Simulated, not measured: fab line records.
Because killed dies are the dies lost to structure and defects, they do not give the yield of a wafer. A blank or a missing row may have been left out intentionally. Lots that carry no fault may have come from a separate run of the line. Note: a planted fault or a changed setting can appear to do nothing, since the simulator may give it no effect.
Chamber matching / flow nand_harc / NHARC_A_STAIRCASE_ETCH_444 on rie_diel-11: 4 sister chambers
The step etches the open film in C4F8/O2, target depth 10200 nm, time 3400 s. 8 wafers are shown with their chamber, then 11 later ones without.

EACH WAFER AND ITS CHAMBER
wafer=L079.1; chamber=3; rf_vpp_V (V)=810; oes_product_au (a.u.)=0.920
wafer=L081.5; chamber=0; rf_vpp_V (V)=808; oes_product_au (a.u.)=0.921
wafer=L082.3; chamber=3; rf_vpp_V (V)=808; oes_product_au (a.u.)=0.916
wafer=L088.4; chamber=0; rf_vpp_V (V)=808; oes_product_au (a.u.)=0.975
wafer=L086.1; chamber=2; rf_vpp_V (V)=812; oes_product_au (a.u.)=0.979
wafer=L086.4; chamber=1; rf_vpp_V (V)=807; oes_product_au (a.u.)=0.991
wafer=L086.5; chamber=2; rf_vpp_V (V)=811; oes_product_au (a.u.)=0.976
wafer=L090.1; chamber=1; rf_vpp_V (V)=808; oes_product_au (a.u.)=0.953

WAFERS MISSING THEIR CHAMBER
wafer=L090.2; rf_vpp_V (V)=807; oes_product_au (a.u.)=0.947
wafer=L090.4; rf_vpp_V (V)=809; oes_product_au (a.u.)=0.939
wafer=L091.2; rf_vpp_V (V)=807; oes_product_au (a.u.)=0.959
wafer=L091.3; rf_vpp_V (V)=808; oes_product_au (a.u.)=0.950
wafer=L091.6; rf_vpp_V (V)=806; oes_product_au (a.u.)=0.942
wafer=L094.1; rf_vpp_V (V)=811; oes_product_au (a.u.)=0.924
wafer=L094.2; rf_vpp_V (V)=809; oes_product_au (a.u.)=0.933
wafer=L094.6; rf_vpp_V (V)=810; oes_product_au (a.u.)=0.928
wafer=L096.1; rf_vpp_V (V)=807; oes_product_au (a.u.)=0.926
wafer=L096.2; rf_vpp_V (V)=808; oes_product_au (a.u.)=0.933
wafer=L096.4; rf_vpp_V (V)=807; oes_product_au (a.u.)=0.937

EACH ONE'S CHAMBER
wafer=L090.2; from the rows above=can't be placed: 0 or 1 or 3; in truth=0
wafer=L090.4; from the rows above=can't be placed: 3 or 0 or 1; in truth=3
wafer=L091.2; from the rows above=can't be placed: 1 or 0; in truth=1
wafer=L091.3; from the rows above=can't be placed: 0 or 1 or 3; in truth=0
wafer=L091.6; from the rows above=can't be placed: 1 or 0 or 3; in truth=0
wafer=L094.1; from the rows above=can't be placed: 3 or 2 or 0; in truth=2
wafer=L094.2; from the rows above=can't be placed: 3 or 0 or 1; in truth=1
wafer=L094.6; from the rows above=can't be placed: 3 or 0 or 2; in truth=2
wafer=L096.1; from the rows above=can't be placed: 0 or 1 or 3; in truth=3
wafer=L096.2; from the rows above=can't be placed: 0 or 3 or 1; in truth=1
wafer=L096.4; from the rows above=can't be placed: 0 or 1 or 3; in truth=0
Correct placement for 0 of the 11. Unplaceable from these rows: 11, with the true chamber sitting among the candidates in 11. 0 placed wrongly.
How it was worked out, from the rows above alone: a wafer's distance from a chamber is the root of the sum, over the readings, of the square of ((its reading less the chamber's mean) divided by the reading's scatter). If the next closest chamber is less than 2 further off than the closest, the wafer can't be placed; otherwise it belongs to the closest. For every chamber, the mean is computed from those of its wafers that are shown. The scatter: the root of (the sum of the squares of (reading less its chamber's mean) over the shown wafers, divided by (wafers less chambers)).
